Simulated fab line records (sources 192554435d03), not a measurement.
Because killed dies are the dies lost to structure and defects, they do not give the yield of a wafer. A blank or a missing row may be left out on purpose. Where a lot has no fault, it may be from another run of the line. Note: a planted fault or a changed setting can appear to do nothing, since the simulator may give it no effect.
Matching of chambers / flow n5-finfet / N5_BEOL_M0_SAQP_ETCH_83 on rie-diel-02 has 4 sister chambers
The step etches SiARC in CF4, target depth 39 nm, time 65 s. 4 wafers are shown with their chamber, then 11 later ones without.

WAFERS WITH THEIR CHAMBER
wafer=L083.6; chamber=3; showerhead-plenum-p-Torr (Torr)=2.21
wafer=L089.1; chamber=0; showerhead-plenum-p-Torr (Torr)=2.20
wafer=L089.6; chamber=1; showerhead-plenum-p-Torr (Torr)=2.18
wafer=L091.3; chamber=2; showerhead-plenum-p-Torr (Torr)=2.03

WAFERS MISSING THEIR CHAMBER
wafer=L091.4; showerhead-plenum-p-Torr (Torr)=2.18
wafer=L091.6; showerhead-plenum-p-Torr (Torr)=2.20
wafer=L092.2; showerhead-plenum-p-Torr (Torr)=2.20
wafer=L092.3; showerhead-plenum-p-Torr (Torr)=2.18
wafer=L092.5; showerhead-plenum-p-Torr (Torr)=2.20
wafer=L093.2; showerhead-plenum-p-Torr (Torr)=2.20
wafer=L093.5; showerhead-plenum-p-Torr (Torr)=2.17
wafer=L093.6; showerhead-plenum-p-Torr (Torr)=2.20
wafer=L096.3; showerhead-plenum-p-Torr (Torr)=2.29
wafer=L096.5; showerhead-plenum-p-Torr (Torr)=2.20
wafer=L096.6; showerhead-plenum-p-Torr (Torr)=2.20

THE CHAMBER EACH PASSED THROUGH
wafer=L091.4; from the rows above=can't be placed: 1 or 0 or 3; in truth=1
wafer=L091.6; from the rows above=can't be placed: 0 or 3 or 1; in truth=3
wafer=L092.2; from the rows above=can't be placed: 0 or 3 or 1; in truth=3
wafer=L092.3; from the rows above=can't be placed: 1 or 0 or 3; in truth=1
wafer=L092.5; from the rows above=can't be placed: 0 or 3 or 1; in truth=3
wafer=L093.2; from the rows above=can't be placed: 0 or 3 or 1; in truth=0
wafer=L093.5; from the rows above=can't be placed: 1 or 0 or 3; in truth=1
wafer=L093.6; from the rows above=can't be placed: 0 or 3 or 1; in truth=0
wafer=L096.3; from the rows above=can't be placed: 3 or 0 or 1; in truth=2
wafer=L096.5; from the rows above=can't be placed: 0 or 3 or 1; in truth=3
wafer=L096.6; from the rows above=can't be placed: 0 or 3 or 1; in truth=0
Correct placement for 0 of the 11. Not placeable from these rows: 11 (in 10, the candidates include the true chamber). 0 placed wrongly.
How it was worked out, from the rows above alone: a wafer's distance from a chamber is the root of the sum, over the readings, of the square of ((its reading less the chamber's mean) divided by the reading's scatter). If the next closest chamber is less than 2 further off than the closest, the wafer can't be placed; otherwise it belongs to the closest. The mean given for a chamber averages the wafers shown for that chamber. The scatter: with one shown wafer a chamber, the root of the mean of the squares of how far each hidden wafer lies from its nearest shown one.
